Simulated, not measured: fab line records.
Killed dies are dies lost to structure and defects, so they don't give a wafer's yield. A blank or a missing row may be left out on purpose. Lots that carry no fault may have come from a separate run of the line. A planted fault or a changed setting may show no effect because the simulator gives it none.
Split-lot study / flow n5_finfet / 7 lots, 21 wafers read, on a route of 1938 steps

ABOUT THE SPLIT
At N5_BEOL_M9_EXPOSE_08 (exposes mask M9), the setting dose_mj was moved away from the recipe's 53.75 on 5 of the 21 wafers read, by -5.2% to +6.9%. All remaining wafers had this setting at the recipe value.

FROM THE SPLIT TO THE READING: what the file shows between them, 2 steps
- N5_BEOL_M9_PEB_09: peb time 60 s
- N5_BEOL_M9_DEVELOP_10: develop time 30 s

THE READING
cd_nm, in nm, at N5_BEOL_M9_CD_MEAS_11 (target cd 64.1 nm). On this fab line, fault-free wafers typically give 64.5 nm with a standard deviation of 0.65 nm.

wafer=L076.1; tool, chamber at the split=arfi_scanner-02, 0; dose_mj as run=52.46; against the recipe=-2.4%; cd_nm, nm=63.3; against lot-mates on the recipe=-1.5
wafer=L076.3; tool, chamber at the split=arfi_scanner-02, 0; dose_mj as run=53.75; against the recipe=recipe; cd_nm, nm=65.3; against lot-mates on the recipe=-
wafer=L076.4; tool, chamber at the split=arfi_scanner-02, 0; dose_mj as run=53.75; against the recipe=recipe; cd_nm, nm=64.3; against lot-mates on the recipe=-
wafer=L079.2; tool, chamber at the split=arfi_scanner-03, 0; dose_mj as run=53.75; against the recipe=recipe; cd_nm, nm=65.2; against lot-mates on the recipe=-
wafer=L079.4; tool, chamber at the split=arfi_scanner-03, 0; dose_mj as run=53.75; against the recipe=recipe; cd_nm, nm=64.9; against lot-mates on the recipe=-
wafer=L079.6; tool, chamber at the split=arfi_scanner-03, 0; dose_mj as run=53.75; against the recipe=recipe; cd_nm, nm=66.0; against lot-mates on the recipe=-
wafer=L080.4; tool, chamber at the split=arfi_scanner-02, 0; dose_mj as run=53.75; against the recipe=recipe; cd_nm, nm=65.5; against lot-mates on the recipe=-
wafer=L080.5; tool, chamber at the split=arfi_scanner-02, 0; dose_mj as run=53.75; against the recipe=recipe; cd_nm, nm=64.9; against lot-mates on the recipe=-
wafer=L080.6; tool, chamber at the split=arfi_scanner-02, 0; dose_mj as run=53.75; against the recipe=recipe; cd_nm, nm=64.4; against lot-mates on the recipe=-
wafer=L081.1; tool, chamber at the split=arfi_scanner-03, 0; dose_mj as run=53.75; against the recipe=recipe; cd_nm, nm=64.5; against lot-mates on the recipe=-
wafer=L081.3; tool, chamber at the split=arfi_scanner-03, 0; dose_mj as run=57.45; against the recipe=+6.9%; cd_nm, nm=68.2; against lot-mates on the recipe=+3.7
wafer=L081.6; tool, chamber at the split=arfi_scanner-03, 0; dose_mj as run=57.45; against the recipe=+6.9%; cd_nm, nm=68.5; against lot-mates on the recipe=+4.0
wafer=L089.1; tool, chamber at the split=arfi_scanner-01, 0; dose_mj as run=53.75; against the recipe=recipe; cd_nm, nm=62.8; against lot-mates on the recipe=-
wafer=L089.4; tool, chamber at the split=arfi_scanner-01, 0; dose_mj as run=53.75; against the recipe=recipe; cd_nm, nm=63.5; against lot-mates on the recipe=-
wafer=L089.5; tool, chamber at the split=arfi_scanner-01, 0; dose_mj as run=50.96; against the recipe=-5.2%; cd_nm, nm=61.8; against lot-mates on the recipe=-1.4
wafer=L093.1; tool, chamber at the split=arfi_scanner-02, 0; dose_mj as run=53.75; against the recipe=recipe; cd_nm, nm=65.5; against lot-mates on the recipe=-
wafer=L093.2; tool, chamber at the split=arfi_scanner-02, 0; dose_mj as run=53.75; against the recipe=recipe; cd_nm, nm=65.3; against lot-mates on the recipe=-
wafer=L093.5; tool, chamber at the split=arfi_scanner-02, 0; dose_mj as run=53.75; against the recipe=recipe; cd_nm, nm=64.4; against lot-mates on the recipe=-
wafer=L094.1; tool, chamber at the split=arfi_scanner-03, 0; dose_mj as run=53.75; against the recipe=recipe; cd_nm, nm=65.1; against lot-mates on the recipe=-
wafer=L094.2; tool, chamber at the split=arfi_scanner-03, 0; dose_mj as run=51.43; against the recipe=-4.3%; cd_nm, nm=62.7; against lot-mates on the recipe=-2.1
wafer=L094.4; tool, chamber at the split=arfi_scanner-03, 0; dose_mj as run=53.75; against the recipe=recipe; cd_nm, nm=64.6; against lot-mates on the recipe=-

FIT RESULTS
A straight line over all 21 wafers: cd_nm changes by +0.528 nm for each +1% of dose_mj; r = +0.90; the points scatter about the line by 0.72 nm.
The same after taking each lot's own level away (the mean of its wafers on the recipe; 21 wafers): +0.498 nm for each +1%; r = +0.94; scatter 0.5 nm.
The reading moves by 3.4 nm for the largest change in dose_mj, on that fit.
From 63.15 to 65.37 nm: that is the span of the lots' own levels, equal to 3.4 times the standard deviation above.
Consequently the slope shifts little with the lot-to-lot level, the two slopes agreeing.
Check: +3.4 nm against its lot-mates is what the line predicts for one of the wafers moved furthest among these (+6.9%) when that wafer is left out of the fit. It came out at +3.7 nm against them.

ADDITIONAL SPLITS CARRIED BY THESE WAFERS
These wafers also went through other splits before the reading. Each is held against what the fit with the lots' levels taken away leaves over:
other split on the same wafers=N5_BEOL_M5_COAT_22 spin_rpm; wafers away from the commonest value=7; r with cd_nm (lot level and that fit taken away)=+0.06
other split on the same wafers=N5_BEOL_M5_ETCH_41 source_w; wafers away from the commonest value=8; r with cd_nm (lot level and that fit taken away)=-0.34
other split on the same wafers=N5_BEOL_M6_ETCH_66 bias_w; wafers away from the commonest value=5; r with cd_nm (lot level and that fit taken away)=-0.28
other split on the same wafers=N5_BEOL_M7_ETCH_61 source_w; wafers away from the commonest value=13; r with cd_nm (lot level and that fit taken away)=-0.15
other split on the same wafers=N5_BEOL_M7_COAT_64 spin_rpm; wafers away from the commonest value=7; r with cd_nm (lot level and that fit taken away)=-0.33
other split on the same wafers=N5_BEOL_M8_EXPOSE_25 dose_mj; wafers away from the commonest value=7; r with cd_nm (lot level and that fit taken away)=+0.04

THE FILE'S OWN FIT
cd_nm changes by +0.464 nm for each +1% of dose_mj, r = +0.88.
